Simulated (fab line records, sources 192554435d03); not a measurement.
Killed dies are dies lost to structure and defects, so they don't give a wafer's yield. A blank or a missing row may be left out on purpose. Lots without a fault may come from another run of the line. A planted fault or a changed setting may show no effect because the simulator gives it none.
fab line records | flow n5_finfet
record lots=23 wafers=69 last_day=17
route steps=1938 shown BEOL_M5@1159 BEOL_M6@1195
lots that met no fault: from a run of the same line without faults
start_h: hours from the record's first day to the start of the lot's first wafer shown | wait_h: hours since the lot's step before | " the same as in the row above | L1.1+2: a row that stands for several wafers | - no value, or no start given | * or withheld: withheld | < > ~ a bound
route shown NAME@n: a module of which the file shows steps, and the number in the route of the first | usual: mean/standard deviation of fault-free wafers | same: alike in all rows | chamber/n: place in a boat | sites: the reading at each site | _std_site: their standard deviation | _edge_site: outer sites' mean less inner sites' | radius_mm: how far each site lies from the wafer's centre | mask NAME#n: copy n | behind: the tool/chamber that last shaped the wafer | hold: why the lot was held/for how many hours/how that ended | device: the transistor (n, p or np) that didn't switch | end of line: the same wafers' tests at the end of the route | a step without rows: its recipe alone | killed: dies lost to structure and defects at the first sort, not the wafer's yield | map: a wafer's dies, x killed, . not, _ none there
set.NAME: the setting as run; set.NAME@STEP: as run at that earlier step | model.NAME: the simulator's own value behind a step, which no gauge read
steps of the route over a sample of lots; a table a step, a row a wafer
services: from which hour (start_h, from the record's first day; less than 0 if before it) a tool's chamber was out of use, for how many hours, and why
## steps
# step N5_BEOL_M5_STRIP_36
# recipe chemistry=N2/H2 power_w=450 temp_c=40 pressure_mtorr=20 rf_frequency_hz=6e+07 overash_fraction=0.3 bias_power_w=7 h2_frac=0.5 n2_flow_sccm=200 h2_flow_sccm=200
# usual drypump_motor_current_A=5.7/0.53 oes_product_au=0.79/0.081 rf_vpp_V=59.1/1.5 showerhead_plenum_p_Torr=2.53/0.11 throttle_valve_pct=23.6/0.37
# columns lot.wafer tool chamber start_h wait_h drypump_motor_current_A oes_product_au rf_hours_counter_h rf_vpp_V showerhead_plenum_p_Torr throttle_valve_pct
L074.2 rie_diel-01 0 162.33 0.0 4.9 0.86 54 61.1 2.59 24.1
L074.3 " 2 " " 5.0 0.69 228 58.6 2.51 24.3
L074.4 " 1 " " 5.8 0.86 36 56.8 2.58 23.5
L075.3 rie_diel-01 1 164.59 0.0 5.8 0.87 37 60.4 2.58 23.5
L075.5 " 3 " " 5.3 0.70 - 58.9 2.43 23.7
L075.6 " 0 " " 4.9 0.87 - 58.5 2.59 24.1
L076.2 rie_diel-03 2 168.13 0.0 5.1 0.76 154 60.2 2.42 23.0
L076.5 " 2 " " 5.1 0.75 - 60.0 2.42 23.0
L076.6 " 1 " " 6.1 0.91 - 60.3 2.51 23.9
L077.2 rie_diel-05 1 183.26 0.0 6.1 0.83 60 54.9 2.69 23.4
L077.5 " 2 " " 6.8 0.81 - 60.9 2.67 23.3
L077.6 " 1 " " 6.1 0.83 - 61.1 2.70 23.4
L078.1 rie_diel-05 1 189.20 0.0 6.1 0.83 61 59.1 2.70 23.4
L078.3 " 0 " " 5.6 0.77 121 58.4 2.34 23.7
L078.6 " 3 " " 5.7 0.68 - 60.3 2.60 23.0
L079.3 rie_diel-05 2 193.90 0.0 6.7 0.81 106 59.4 2.67 23.3
L079.5 " 1 " " 6.1 0.82 - 60.1 2.69 23.4
L079.6 " 0 " " 5.6 0.76 - 57.4 2.34 23.6
L080.1 rie_diel-05 2 199.61 0.0 6.8 0.81 108 58.1 2.67 23.3
L080.4 " 3 " " 5.7 0.70 216 60.2 2.60 23.0
L080.5 " 0 " " 5.6 0.77 - 58.8 2.34 23.6
L083.4 rie_diel-01 3 211.26 0.0 5.3 0.69 217 58.7 2.43 23.7
L083.5 " 3 " " 5.4 0.69 - 59.9 2.43 23.7
L083.6 " 0 " " 4.9 0.86 - 59.5 2.59 24.1
L082.1 rie_diel-05 1 213.77 0.0 6.1 0.83 69 61.3 2.69 23.4
L082.2 " 0 " " 5.6 0.77 129 57.4 2.34 23.6
L082.4 " 3 " " 5.8 0.71 220 57.8 2.60 23.0
L084.3 rie_diel-05 3 217.39 0.0 5.8 0.69 221 58.5 2.60 23.0
L084.4 " 2 " " 6.8 0.79 113 61.4 2.66 23.3
L084.5 " 0 " " 5.6 0.75 - 61.4 2.34 23.6
L085.2 rie_diel-05 3 226.21 0.0 5.7 0.68 223 60.6 2.60 23.0
L085.3 " 1 " " 6.1 0.81 73 59.8 2.69 23.4
L085.6 " 0 " " 5.6 0.75 - 58.0 2.34 23.7
L086.1 rie_diel-01 0 237.07 0.0 4.9 0.83 79 59.0 2.58 24.1
L086.2 " 3 " " 5.3 0.68 222 60.2 2.42 23.8
L086.4 " 3 " " 5.3 0.67 - 58.7 2.42 23.8
L087.2 rie_diel-01 3 241.24 0.0 5.4 0.67 223 59.6 2.42 23.8
L087.3 " 0 " " 4.9 0.83 80 59.5 2.58 24.1
L087.6 " 0 " " 4.9 0.83 - 58.8 2.58 24.1
L090.1 rie_diel-05 0 250.96 0.0 5.6 0.74 141 56.1 2.34 23.7
L090.4 " 1 " " 6.1 0.80 80 60.9 2.69 23.4
L090.6 " 1 " " 6.1 0.80 - 60.0 2.69 23.4
L088.1 rie_diel-01 1 251.38 0.0 5.8 0.81 66 59.1 2.57 23.5
L088.2 " 3 " " 5.3 0.67 226 58.3 2.42 23.8
L088.4 " 2 " " 5.0 1.01 2 58.5 2.50 24.0
L091.1 rie_diel-01 0 259.69 0.0 4.9 0.83 86 58.9 2.58 24.1
L091.3 " 3 " " 5.3 0.67 228 56.6 2.42 23.8
L091.4 " 1 " " 5.8 0.82 67 60.1 2.57 23.5
L089.1 rie_diel-03 1 260.74 0.0 6.1 0.86 67 58.3 2.49 23.9
L089.4 " 0 " " 5.9 0.71 - 57.8 2.53 24.1
L089.6 " 1 " " 6.1 0.86 - 58.9 2.49 23.9
L092.2 rie_diel-03 3 265.66 0.0 5.4 0.97 1 57.9 2.60 23.4
L092.4 " 0 " " 5.9 0.72 189 62.2 2.53 24.1
L092.6 " 1 " " 6.1 0.86 - 59.6 2.49 23.9
L093.1 rie_diel-03 2 273.22 0.0 5.1 0.74 188 56.4 2.40 23.1
L093.5 " 0 " " 5.9 0.70 - 57.7 2.53 24.1
L093.6 " 3 " " 5.4 0.98 - 59.5 2.60 23.4
L094.2 rie_diel-01 3 277.60 0.0 5.3 0.67 234 57.1 2.42 23.8
L094.3 " 1 " " 5.8 0.82 73 57.9 2.57 23.5
L094.5 " 2 " " 5.0 0.97 - 60.3 2.49 24.0
L095.1 rie_diel-05 0 285.42 0.0 5.6 0.73 151 57.9 2.33 23.7
L095.2 " 3 " " 5.8 0.68 243 60.9 2.59 23.0
L095.4 " 1 " " 6.1 0.80 90 60.0 2.68 23.4
L096.2 rie_diel-01 1 299.83 0.0 5.8 0.80 81 58.5 2.56 23.6
L096.3 " 2 " " 5.0 0.92 17 58.7 2.49 24.0
L096.4 " 3 " " 5.3 0.66 241 58.5 2.42 23.8
L097.2 rie_diel-03 3 314.05 0.0 5.4 0.93 16 58.1 2.59 23.4
L097.3 " 0 " " 5.9 0.70 204 58.3 2.53 24.1
L097.6 " 1 " " 6.1 0.84 - 60.7 2.48 23.9
# step N5_BEOL_M5_SURFACE_TREAT_87
# recipe gas=Ar time_s=* ion_energy_ev=* ion_current_ma_cm2=0.5 pressure_mtorr=* ar_flow_sccm=30
# usual pressure_mtorr=* throttle_valve_pct=*
# columns lot.wafer tool chamber start_h wait_h pressure_mtorr throttle_valve_pct
L074.2 pvd_sputter-01 - 163.66 0.2 * *
L074.3 " - " " * *
L074.4 " - " " * *
L075.3 pvd_sputter-02 - 167.68 0.2 * *
L075.5 " - " " * *
L075.6 " - " " * *
L076.2 pvd_sputter-03 - 169.61 0.3 * *
L076.5 " - " " * *
L076.6 " - " " * *
L077.2 pvd_sputter-03 - 184.31 0.1 * *
L077.5 " - " " * *
L077.6 " - " " * *
L078.1 pvd_sputter-03 - 190.82 0.2 * *
L078.3 " - " " * *
L078.6 " - " " * *
L079.3 pvd_sputter-01 - 195.39 0.1 * *
L079.5 " - " " * *
L079.6 " - " " * *
L080.1 pvd_sputter-01 - 200.81 0.2 * *
L080.4 " - " " * *
L080.5 " - " " * *
L083.4 pvd_sputter-01 - 213.25 0.2 * *
L083.5 " - " " * *
L083.6 " - " " * *
L082.1 pvd_sputter-02 - 217.43 1.5 * *
L082.2 " - " " * *
L082.4 " - " " * *
L084.3 pvd_sputter-01 - 219.07 0.2 * *
L084.4 " - " " * *
L084.5 " - " " * *
L085.2 pvd_sputter-03 - 228.01 0.2 * *
L085.3 " - " " * *
L085.6 " - " " * *
L086.1 pvd_sputter-02 - 238.36 0.2 * *
L086.2 " - " " * *
L086.4 " - " " * *
L087.2 pvd_sputter-03 - 244.76 0.1 * *
L087.3 " - " " * *
L087.6 " - " " * *
L090.1 pvd_sputter-01 - 252.79 0.1 * *
L090.4 " - " " * *
L090.6 " - " " * *
L088.1 pvd_sputter-03 - 253.11 0.1 * *
L088.2 " - " " * *
L088.4 " - " " * *
L091.1 pvd_sputter-03 - 260.90 0.2 * *
L091.3 " - " " * *
L091.4 " - " " * *
L089.1 pvd_sputter-02 - 263.07 0.1 * *
L089.4 " - " " * *
L089.6 " - " " * *
L092.2 pvd_sputter-01 - 267.42 0.2 * *
L092.4 " - " " * *
L092.6 " - " " * *
L093.1 pvd_sputter-02 - 274.51 0.1 * *
L093.5 " - " " * *
L093.6 " - " " * *
L094.2 pvd_sputter-01 - 279.16 0.3 * *
L094.3 " - " " * *
L094.5 " - " " * *
L095.1 pvd_sputter-01 - 287.87 0.1 * *
L095.2 " - " " * *
L095.4 " - " " * *
L096.2 pvd_sputter-03 - 301.03 0.2 * *
L096.3 " - " " * *
L096.4 " - " " * *
L097.2 pvd_sputter-03 - 315.23 0.2 * *
L097.3 " - " " * *
L097.6 " - " " * *
# step N5_BEOL_M5_ANNEAL_84
# recipe temp_c=400 time_s=1800 ambient=vacuum
# usual heater_power_w=828/62 susceptor_temp_C_max=401.0/0.4
# columns lot.wafer tool chamber start_h wait_h heater_power_w susceptor_temp_C_max
L074.2 pvd_sputter-01 - 166.13 0.0 800 401.4
L074.3 " - " " 859 401.5
L074.4 " - " " 895 401.0
L075.3 pvd_sputter-02 - 170.27 0.0 808 401.4
L075.5 " - " " 785 400.9
L075.6 " - " " 773 401.0
L076.2 pvd_sputter-01 - 173.94 0.0 803 401.3
L076.5 " - " " 903 401.3
L076.6 " - " " 810 400.8
L077.2 pvd_sputter-03 - 186.78 0.0 881 401.0
L077.5 " - " " 893 401.0
L077.6 " - " " 765 401.6
L078.1 pvd_sputter-03 - 193.37 0.0 838 400.9
L078.3 " - " " 896 400.4
L078.6 " - " " 764 401.6
L079.3 pvd_sputter-03 - 197.98 0.0 842 400.8
L079.5 " - " " 886 401.5
L079.6 " - " " 909 401.0
L080.1 pvd_sputter-01 - 203.55 0.0 804 401.2
L080.4 " - " " 725 400.6
L080.5 " - " " 707 400.7
L083.4 pvd_sputter-01 - 215.78 0.0 864 401.7
L083.5 " - " " 738 400.6
L083.6 " - " " 804 400.8
L082.1 pvd_sputter-02 - 219.91 0.0 775 401.3
L082.2 " - " " 773 401.1
L082.4 " - " " 874 400.9
L084.3 pvd_sputter-03 - 221.70 0.0 843 400.5
L084.4 " - " " 753 401.7
L084.5 " - " " 919 400.5
L085.2 pvd_sputter-01 - 230.50 0.0 876 401.1
L085.3 " - " " 904 400.7
L085.6 " - " " 723 400.8
L086.1 pvd_sputter-02 - 240.91 0.0 763 400.9
L086.2 " - " " 782 400.8
L086.4 " - " " 777 400.6
L087.2 pvd_sputter-01 - 247.24 0.0 897 400.8
L087.3 " - " " 805 400.6
L087.6 " - " " 876 400.9
L090.1 pvd_sputter-01 - 255.27 0.0 801 401.1
L090.4 " - " " 870 400.7
L090.6 " - " " 748 400.6
L088.1 pvd_sputter-02 - 255.60 0.0 792 401.0
L088.2 " - " " 744 401.3
L088.4 " - " " 887 401.2
L091.1 pvd_sputter-01 - 263.37 0.0 803 400.8
L091.3 " - " " 722 400.5
L091.4 " - " " 911 401.2
L089.1 pvd_sputter-02 - 265.65 0.0 767 400.7
L089.4 " - " " 755 401.1
L089.6 " - " " 792 401.0
L092.2 pvd_sputter-03 - 269.89 0.0 746 401.2
L092.4 " - " " 887 401.5
L092.6 " - " " 897 400.6
L093.1 pvd_sputter-03 - 277.13 0.0 854 400.9
L093.5 " - " " 913 400.8
L093.6 " - " " 879 400.9
L094.2 pvd_sputter-01 - 281.69 0.0 796 401.0
L094.3 " - " " 738 400.5
L094.5 " - " " 815 401.2
L095.1 pvd_sputter-03 - 290.41 0.0 883 401.3
L095.2 " - " " 836 400.6
L095.4 " - " " 880 401.0
L096.2 pvd_sputter-01 - 303.61 0.0 790 401.3
L096.3 " - " " 743 400.8
L096.4 " - " " 861 402.2
L097.2 pvd_sputter-02 - 317.70 0.0 799 401.2
L097.3 " - " " 877 401.0
L097.6 " - " " 789 400.6
# step N5_BEOL_M6_CURE_74
# recipe temp_c=385 time_s=240 ambient=He/Ar material=SiCOH_lowk
# usual lamp_power_pct=52.31/0.049 wafer_temp_C_max=386.8/0.95
# columns lot.wafer tool chamber start_h wait_h lamp_power_pct wafer_temp_C_max
L074.2 uv_cure-03 2 169.49 0.1 52.29 389.2
L074.3 " 2 " " 52.27 387.9
L074.4 " 2 " " 52.31 390.0
L075.3 uv_cure-03 0 173.71 0.2 52.35 386.9
L075.5 " 0 " " 52.32 387.3
L075.6 " 0 " " 52.36 387.0
L076.2 uv_cure-02 1 177.87 0.1 52.24 386.3
L076.5 " 1 " " 52.32 386.1
L076.6 " 1 " " 52.29 386.2
L077.2 uv_cure-02 1 190.49 0.1 52.33 386.1
L077.5 " 1 " " 52.24 386.2
L077.6 " 1 " " 52.40 386.3
L078.1 uv_cure-02 1 196.93 0.0 52.34 386.3
L078.3 " 1 " " 52.23 386.6
L078.6 " 1 " " 52.37 386.4
L079.3 uv_cure-01 0 201.41 0.2 52.34 385.9
L079.5 " 0 " " 52.38 385.7
L079.6 " 0 " " 52.26 385.7
L080.1 uv_cure-02 0 207.58 0.0 52.26 386.5
L080.4 " 0 " " 52.27 385.9
L080.5 " 0 " " 52.32 386.5
L083.4 uv_cure-02 2 219.86 0.3 52.33 386.7
L083.5 " 2 " " 52.30 386.3
L083.6 " 2 " " 52.27 386.4
L082.1 uv_cure-03 0 223.60 0.0 52.36 386.5
L082.2 " 0 " " 52.27 386.8
L082.4 " 0 " " 52.30 386.1
L084.3 uv_cure-03 0 225.62 0.2 52.31 386.3
L084.4 " 0 " " 52.34 386.6
L084.5 " 0 " " 52.34 386.9
L085.2 uv_cure-01 1 234.32 0.4 52.29 385.6
L085.3 " 1 " " 52.23 386.0
L085.6 " 1 " " 52.21 386.0
L086.1 uv_cure-03 1 244.50 0.0 52.18 387.7
L086.2 " 1 " " 52.35 387.7
L086.4 " 1 " " 52.36 387.2
L087.2 uv_cure-01 1 250.65 0.1 52.24 386.1
L087.3 " 1 " " 52.28 386.3
L087.6 " 1 " " 52.32 386.1
L090.1 uv_cure-03 1 258.55 0.0 52.36 387.0
L090.4 " 1 " " 52.31 386.8
L090.6 " 1 " " 52.40 388.0
L088.1 uv_cure-01 0 258.88 0.0 52.34 385.9
L088.2 " 0 " " 52.30 386.3
L088.4 " 0 " " 52.35 386.1
L091.1 uv_cure-03 2 266.64 0.0 52.32 388.1
L091.3 " 2 " " 52.31 388.8
L091.4 " 2 " " 52.22 388.3
L089.1 uv_cure-02 1 269.74 0.1 52.35 386.0
L089.4 " 1 " " 52.34 386.0
L089.6 " 1 " " 52.42 385.8
L092.2 uv_cure-02 0 273.38 0.2 52.23 386.7
L092.4 " 0 " " 52.35 386.8
L092.6 " 0 " " 52.35 387.1
L093.1 uv_cure-03 2 281.42 0.0 52.29 387.2
L093.5 " 2 " " 52.30 387.8
L093.6 " 2 " " 52.30 388.4
L094.2 uv_cure-01 1 285.05 0.1 52.31 386.5
L094.3 " 1 " " 52.24 386.3
L094.5 " 1 " " 52.33 386.2
L095.1 uv_cure-03 2 293.69 0.0 52.27 389.0
L095.2 " 2 " " 52.26 389.0
L095.4 " 2 " " 52.35 388.1
L096.2 uv_cure-01 1 306.98 0.1 52.33 385.7
L096.3 " 1 " " 52.45 386.3
L096.4 " 1 " " 52.29 385.5
L097.2 uv_cure-01 2 321.12 0.1 52.33 388.4
L097.3 " 2 " " 52.29 387.4
L097.6 " 2 " " 52.22 387.8
# step N5_BEOL_M6_PECVD_70
# recipe material=SiO2 target_thk_a=200 temp_c=400 precursor=TEOS/O2 pressure_torr=5.5 rf_w=450 teos_flow_sccm=53.8 gas=O2 flow_sccm=3000 time_s=22.7
# usual heater_power_w=727/86 rf_fwd_power_W=444.1/2.7 showerhead_plenum_p_Torr=8.75/0.057 throttle_valve_pct=22.9/1.9
# columns lot.wafer tool chamber start_h wait_h heater_power_w rf_fwd_power_W showerhead_plenum_p_Torr throttle_valve_pct
L074.2 pecvd-04 1 169.96 0.0 815 443.4 8.80 25.6
L074.3 " 0 " " 647 445.7 8.66 22.5
L074.4 " 1 " " 825 444.1 8.80 25.6
L075.3 pecvd-01 1 174.10 0.0 624 441.7 8.72 24.9
L075.5 " 1 " " 623 442.2 8.73 24.7
L075.6 " 2 " " 542 444.1 8.77 20.4
L076.2 pecvd-04 1 178.34 0.0 694 437.8 8.80 25.4
L076.5 " 0 " " 675 447.3 8.67 22.7
L076.6 " 1 " " 717 440.3 8.84 25.8
L077.2 pecvd-01 2 190.96 0.0 581 443.9 8.79 20.5
L077.5 " 1 " " 702 441.0 8.73 24.7
L077.6 " 0 " " 813 446.5 8.79 22.5
L078.1 pecvd-02 2 197.48 0.0 616 442.9 8.80 22.7
L078.3 " 0 " " 768 444.9 8.68 22.1
L078.6 " 2 " " 601 444.9 8.79 22.9
L079.3 pecvd-02 1 201.80 0.0 769 446.0 8.82 23.1
L079.5 " 2 " " 636 442.4 8.79 22.8
L079.6 " 0 " " 684 444.4 8.71 22.4
L080.1 pecvd-04 2 208.13 0.0 767 442.0 8.73 20.5
L080.4 " 2 " " 771 441.3 8.75 20.6
L080.5 " 1 " " 820 439.0 8.83 25.6
L083.4 pecvd-02 1 220.19 0.1 798 449.0 8.84 23.5
L083.5 " 0 " " 720 448.4 8.70 22.4
L083.6 " 1 " " 817 446.3 8.82 23.6
L082.1 pecvd-02 1 224.15 0.0 854 443.9 8.83 23.3
L082.2 " 0 " " 713 446.2 8.69 22.2
L082.4 " 0 " " 736 444.8 8.68 22.1
L084.3 pecvd-01 1 226.01 0.0 718 440.3 8.75 25.0
L084.4 " 2 " " 571 447.8 8.78 20.3
L084.5 " 0 " " 807 445.4 8.77 22.6
L085.2 pecvd-04 2 234.79 0.0 766 442.9 8.74 20.4
L085.3 " 1 " " 781 438.7 8.81 25.7
L085.6 " 0 " " 630 446.1 8.66 22.6
L086.1 pecvd-04 1 245.05 0.0 844 440.5 8.80 25.5
L086.2 " 2 " " 789 443.5 8.73 20.6
L086.4 " 0 " " 694 445.8 8.65 22.7
L087.2 pecvd-01 2 251.12 0.0 629 445.0 8.77 20.5
L087.3 " 0 " " 728 448.6 8.78 22.5
L087.6 " 2 " " 639 445.6 8.79 20.8
L090.1 pecvd-04 1 259.10 0.0 823 439.0 8.83 25.6
L090.4 " 1 " " 808 440.5 8.80 25.8
L090.6 " 2 " " 691 445.1 8.74 20.6
L088.1 pecvd-04 1 259.43 0.0 754 442.9 8.80 25.8
L088.2 " 2 " " 702 442.1 8.75 20.4
L088.4 " 2 " " 701 444.3 8.74 20.5
L091.1 pecvd-04 0 267.19 0.0 699 446.6 8.67 22.5
L091.3 " 1 " " 873 440.7 8.79 25.7
L091.4 " 2 " " 755 446.2 8.74 20.6
L089.1 pecvd-02 0 270.77 0.0 842 445.3 8.70 22.5
L089.4 " 1 " " 816 448.9 8.83 23.4
L089.6 " 0 " " 853 446.4 8.70 22.7
L092.2 pecvd-01 2 274.25 0.0 624 443.4 8.79 20.2
L092.4 " 1 " " 588 442.6 8.74 24.8
L092.6 " 0 " " 836 444.9 8.75 22.5
L093.1 pecvd-04 2 281.97 0.0 770 444.6 8.75 20.4
L093.5 " 1 " " 803 441.0 8.79 25.9
L093.6 " 2 " " 776 445.1 8.71 21.0
L094.2 pecvd-04 0 285.52 0.0 622 447.1 8.62 22.7
L094.3 " 2 " " 699 444.9 8.74 20.9
L094.5 " 2 " " 701 442.8 8.73 20.7
L095.1 pecvd-04 2 294.24 0.0 765 443.7 8.76 20.9
L095.2 " 0 " " 668 446.6 8.65 23.1
L095.4 " 2 " " 775 443.4 8.75 20.7
L096.2 pecvd-04 0 307.45 0.0 659 445.2 8.65 22.7
L096.3 " 1 " " 702 437.2 8.79 25.6
L096.4 " 1 " " 727 439.4 8.81 25.9
L097.2 pecvd-01 2 321.59 0.0 643 444.4 8.79 20.8
L097.3 " 1 " " 637 442.2 8.73 24.7
L097.6 " 0 " " 901 447.9 8.76 22.9
# step N5_BEOL_M6_ETCH_61
# recipe chemistry=CF4 target=SiARC target_depth_a=455 mask_material=CAR-ArF time_s=75.8 ion_energy_ev=80 pressure_mtorr=40 source_w=545 bias_w=36 Ar_flow_sccm=100 cf4_flow_sccm=100 ends=cleared
# usual drypump_motor_current_A=5.7/0.41 etch_rf_on_time_s=75.4/2 mfc_ar_sccm=100.02/0.29 oes_product_au=0.66/0.076 rf_fwd_power_W=539.1/2.2 rf_vpp_V=183.9/1.1 showerhead_plenum_p_Torr=2.13/0.064 throttle_valve_pct=15.75/0.22
# columns lot.wafer tool chamber start_h wait_h drypump_motor_current_A etch_rf_on_time_s mfc_ar_sccm oes_product_au rf_fwd_power_W rf_hours_counter_h rf_vpp_V showerhead_plenum_p_Torr throttle_valve_pct
L074.2 rie_diel-04 2 172.42 0.0 6.4 77.2 99.36 0.62 539.3 181 183.8 2.04 15.59
L074.3 " 0 " " 6.2 77.0 100.12 0.66 539.6 105 183.6 2.08 15.62
L074.4 " 3 " " 5.7 76.1 99.91 0.62 537.4 196 183.5 2.14 15.97
L075.3 rie_diel-02 2 175.90 0.0 5.0 76.6 99.52 0.61 542.1 199 184.2 2.14 15.80
L075.5 " 2 " " 5.0 76.7 99.58 0.61 544.3 - 183.6 2.14 15.82
L075.6 " 0 " " 5.3 75.6 99.99 0.74 540.0 - 184.4 2.19 15.77
L076.2 rie_diel-02 3 179.57 0.0 5.7 73.4 99.74 0.73 541.2 55 185.7 2.24 15.44
L076.5 " 0 " " 5.3 75.0 99.82 0.74 538.8 - 183.8 2.19 15.78
L076.6 " 3 " " 5.7 73.8 99.69 0.74 537.3 - 185.7 2.24 15.43
L077.2 rie_diel-04 3 192.51 0.0 5.7 77.1 99.92 0.61 535.8 202 183.5 2.14 15.99
L077.5 " 0 " " 6.1 76.5 99.95 0.66 539.9 - 182.6 2.08 15.63
L077.6 " 3 " " 5.7 76.9 99.85 0.61 537.3 - 184.6 2.14 15.99
L078.1 rie_diel-06 2 200.35 0.0 5.3 75.0 100.17 0.61 539.6 222 183.7 2.04 15.88
L078.3 " 3 " " 5.9 77.6 99.95 0.58 538.3 259 182.3 2.10 16.26
L078.6 " 2 " " 5.3 75.2 100.25 0.61 540.5 - 184.0 2.04 15.87
L079.3 rie_diel-04 0 204.38 0.0 6.1 77.0 100.03 0.65 543.3 116 183.8 2.08 15.65
L079.5 " 2 " " 6.4 77.7 100.03 0.62 537.7 - 183.3 2.04 15.63
L079.6 " 1 " " 5.4 73.3 100.06 0.75 539.6 - 184.2 2.16 15.58
L080.1 rie_diel-06 3 209.30 0.0 5.9 77.7 100.37 0.58 535.2 263 183.3 2.10 16.27
L080.4 " 1 " " 6.1 75.9 100.11 0.60 537.9 - 185.3 2.20 16.02
L080.5 " 2 " " 5.3 74.8 99.89 0.62 542.5 - 183.3 2.04 15.90
L083.4 rie_diel-04 2 222.74 0.0 6.4 77.1 100.13 0.61 539.5 200 181.4 2.04 15.64
L083.5 " 0 " " 6.1 77.2 100.43 0.66 539.5 - 184.5 2.08 15.65
L083.6 " 3 " " 5.6 76.9 100.55 0.60 535.4 - 185.6 2.14 16.02
L082.1 rie_diel-04 2 226.30 0.0 6.4 75.9 100.43 0.61 540.9 202 181.8 2.04 15.66
L082.2 " 3 " " 5.6 76.7 99.76 0.61 536.3 216 185.1 2.14 16.01
L082.4 " 0 " " 6.1 77.2 99.57 0.66 537.3 120 183.9 2.08 15.64
L084.3 rie_diel-02 0 228.43 0.0 5.3 75.8 99.68 0.72 539.1 63 185.4 2.18 15.81
L084.4 " 3 " " 5.8 74.0 99.62 0.72 535.0 74 185.4 2.24 15.48
L084.5 " 3 " " 5.7 74.5 100.09 0.71 537.5 - 184.0 2.24 15.47
L085.2 rie_diel-06 0 237.16 0.0 6.0 71.1 100.30 0.86 535.4 7 184.4 2.17 15.26
L085.3 " 2 " " 5.3 74.6 100.24 0.61 539.4 236 183.0 2.03 15.91
L085.6 " 3 " " 5.9 76.8 99.92 0.82 536.6 - 184.6 2.10 15.73
L086.1 rie_diel-04 1 246.18 0.0 5.4 72.5 100.42 0.73 541.8 81 184.6 2.15 15.61
L086.2 " 2 " " 6.4 76.8 100.41 0.60 537.7 210 183.1 2.03 15.65
L086.4 " 3 " " 5.6 76.3 100.47 0.59 539.1 223 183.1 2.13 16.04
L087.2 rie_diel-04 2 253.63 0.0 6.4 77.0 99.89 0.61 540.1 213 182.1 2.03 15.66
L087.3 " 0 " " 6.1 76.9 100.11 0.64 541.8 132 183.3 2.07 15.67
L087.6 " 1 " " 5.4 72.5 99.85 0.72 539.5 - 185.2 2.15 15.63
L090.1 rie_diel-02 3 260.37 0.0 5.7 74.3 100.06 0.69 535.8 86 184.9 2.23 15.49
L090.4 " 2 " " 5.0 76.4 100.04 0.59 541.3 230 184.0 2.13 15.85
L090.6 " 1 " " 5.5 74.3 99.86 0.60 539.7 - 185.9 2.21 16.02
L088.1 rie_diel-04 2 260.74 0.0 6.4 76.9 100.25 0.60 542.7 215 182.8 2.03 15.66
L088.2 " 3 " " 5.6 77.1 100.31 0.60 535.4 230 183.7 2.13 16.05
L088.4 " 0 " " 6.1 77.6 99.89 0.64 539.0 135 182.8 2.07 15.68
L091.1 rie_diel-04 1 268.27 0.0 5.4 71.5 100.27 0.73 541.1 88 184.5 2.15 15.62
L091.3 " 0 " " 6.1 76.6 99.74 0.64 538.9 138 183.4 2.07 15.69
L091.4 " 2 " " 6.4 76.1 100.54 0.61 537.7 217 181.8 2.03 15.68
L089.1 rie_diel-04 0 272.61 0.0 6.1 77.9 100.12 0.63 538.6 139 181.7 2.07 15.70
L089.4 " 2 " " 6.4 78.0 99.91 0.60 539.5 219 183.2 2.03 15.66
L089.6 " 1 " " 5.4 72.8 100.01 0.72 538.6 - 184.6 2.15 15.64
L092.2 rie_diel-04 3 275.53 0.0 5.7 77.6 100.75 0.59 536.6 235 184.7 2.13 16.07
L092.4 " 1 " " 5.4 73.2 99.86 0.72 539.2 92 184.6 2.15 15.63
L092.6 " 2 " " 6.4 77.5 99.85 0.60 538.0 - 183.3 2.03 15.68
L093.1 rie_diel-02 3 283.74 0.0 5.7 74.4 100.34 0.68 540.6 96 184.4 2.23 15.49
L093.5 " 2 " " 5.0 77.8 100.44 0.58 537.1 - 183.8 2.13 15.86
L093.6 " 1 " " 5.6 75.1 100.13 0.59 543.7 - 186.3 2.20 16.03
L094.2 rie_diel-04 2 287.79 0.0 6.4 76.7 99.69 0.60 541.2 223 182.7 2.03 15.68
L094.3 " 3 " " 5.6 75.9 99.92 0.60 538.3 240 184.2 2.13 16.08
L094.5 " 2 " " 6.3 76.5 100.06 0.60 540.0 - 184.3 2.03 15.68
L095.1 rie_diel-06 2 294.98 0.0 5.3 70.8 99.98 0.87 543.0 1 185.5 2.28 15.43
L095.2 " 3 " " 5.9 75.6 100.04 0.77 537.3 24 183.7 2.09 15.76
L095.4 " 1 " " 6.1 72.5 100.01 0.79 538.4 15 184.3 2.20 15.55
L096.2 rie_diel-02 3 309.39 0.0 5.8 73.0 100.34 0.69 535.6 105 184.8 2.23 15.55
L096.3 " 2 " " 5.0 77.1 100.56 0.58 541.9 244 183.6 2.13 15.88
L096.4 " 3 " " 5.7 73.2 99.61 0.68 536.6 - 185.2 2.23 15.54
L097.2 rie_diel-04 0 322.85 0.0 6.1 77.8 100.31 0.63 540.1 158 182.3 2.06 15.72
L097.3 " 2 " " 6.4 76.9 99.64 0.59 539.8 235 182.8 2.03 15.71
L097.6 " 1 " " 5.4 73.4 99.89 0.70 540.2 - 184.0 2.14 15.66
## services
# columns tool chamber start_h hours kind
rie_diel-01 1 140.00 12.9 repair
pecvd-04 1 148.80 8.8 repair
pecvd-01 0 155.28 4.9 repair
pecvd-04 - 157.10 2.5 repair
rie_diel-05 - 159.79 0.5 repair
rie_diel-02 1 162.23 15.8 repair
pecvd-04 - 166.30 2.6 repair
uv_cure-02 - 170.79 3.4 pm
uv_cure-01 - 173.92 6.1 repair
pecvd-01 - 191.75 2.8 pm
rie_diel-02 - 192.75 0.2 repair
uv_cure-01 - 206.49 1.1 repair
rie_diel-04 0 208.52 8.1 repair
uv_cure-01 - 210.54 8.8 repair
rie_diel-01 3 211.88 14.8 repair
uv_cure-01 - 219.35 2.1 pm
uv_cure-01 - 221.48 1.0 pm
pecvd-04 - 238.23 0.5 repair
pecvd-04 0 251.52 12.3 repair
rie_diel-02 2 266.21 11.0 repair
rie_diel-04 - 279.19 1.3 repair
rie_diel-04 2 280.55 4.1 repair
pvd_sputter-02 - 284.61 5.1 repair
rie_diel-05 3 288.80 4.2 repair
## key
fault none
